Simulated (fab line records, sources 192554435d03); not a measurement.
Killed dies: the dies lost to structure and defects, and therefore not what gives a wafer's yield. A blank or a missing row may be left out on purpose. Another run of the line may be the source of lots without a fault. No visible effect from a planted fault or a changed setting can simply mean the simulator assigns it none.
Matching of chambers ; flow n5Finfet ; N5_MOL_CONTACT_COAG_ETCH_15 on rieDiel-03 has 4 sister chambers
The step etches SiNx in CH3F/O2, stops on Si:P, target depth 7 nm. 16 wafers are shown with their chamber, then 8 later ones without.

== WAFERS PAIRED WITH THEIR CHAMBERS ==
wafer;chamber;showerheadPlenumPTorr (Torr);drypumpMotorCurrentA (A);throttleValvePct (%)
L387.2;2;2.03;5.3;16.63
L387.4;3;1.92;6.3;16.73
L387.6;0;2.08;5.7;16.25
L386.1;0;2.08;5.7;16.24
L386.5;3;1.92;6.3;16.74
L386.6;2;2.03;5.3;16.63
L392.1;2;2.03;5.3;16.65
L392.3;3;1.92;6.3;16.74
L392.6;3;1.92;6.3;16.73
L395.1;2;2.03;5.4;16.67
L395.2;0;2.08;5.7;16.30
L395.4;0;2.08;5.7;16.27
L398.1;3;1.92;6.3;16.76
L398.3;1;2.01;5.2;16.30
L398.6;2;2.02;5.3;16.69
L399.1;2;2.02;5.3;16.69

SIGNATURES (averages over the wafers above)
reading;chamber 0;chamber 1;chamber 2;chamber 3;scatter within a chamber
showerheadPlenumPTorr;2.0800;2.0100;2.0267;1.9200;0.00333
drypumpMotorCurrentA;5.700;5.200;5.317;6.300;0.0264
throttleValvePct;16.2650;16.3000;16.6600;16.7400;0.0233
Rule: a wafer lies at a distance from a chamber equal to the root of the sum of squares, over the readings, of (its reading less the chamber's mean, divided by the reading's scatter). If the next closest chamber is less than 2 further off than the closest, the wafer can't be placed; otherwise it belongs to the closest. The scatter: take each reading less its chamber's mean, square it, sum over the shown wafers, divide by the number of wafers less the number of chambers, and take the root.

== WAFERS WHOSE CHAMBER IS MISSING ==
wafer;showerheadPlenumPTorr (Torr);drypumpMotorCurrentA (A);throttleValvePct (%)
L399.3;2.01;5.3;16.32
L399.6;1.92;6.3;16.77
L403.3;2.01;5.2;16.33
L403.5;1.91;6.3;16.79
L403.6;2.07;5.7;16.31
L406.1;2.07;5.7;16.35
L406.2;2.02;5.3;16.70
L406.5;2.02;5.3;16.73

== CHAMBER TAKEN BY EACH ==
wafer;from the rows above;in truth
L399.3;1;1
L399.6;3;3
L403.3;1;1
L403.5;3;3
L403.6;0;0
L406.1;0;0
L406.2;2;2
L406.5;2;2
Correctly placed: 8 of 8. Number that these rows cannot place: 0. Number placed wrongly: 0.
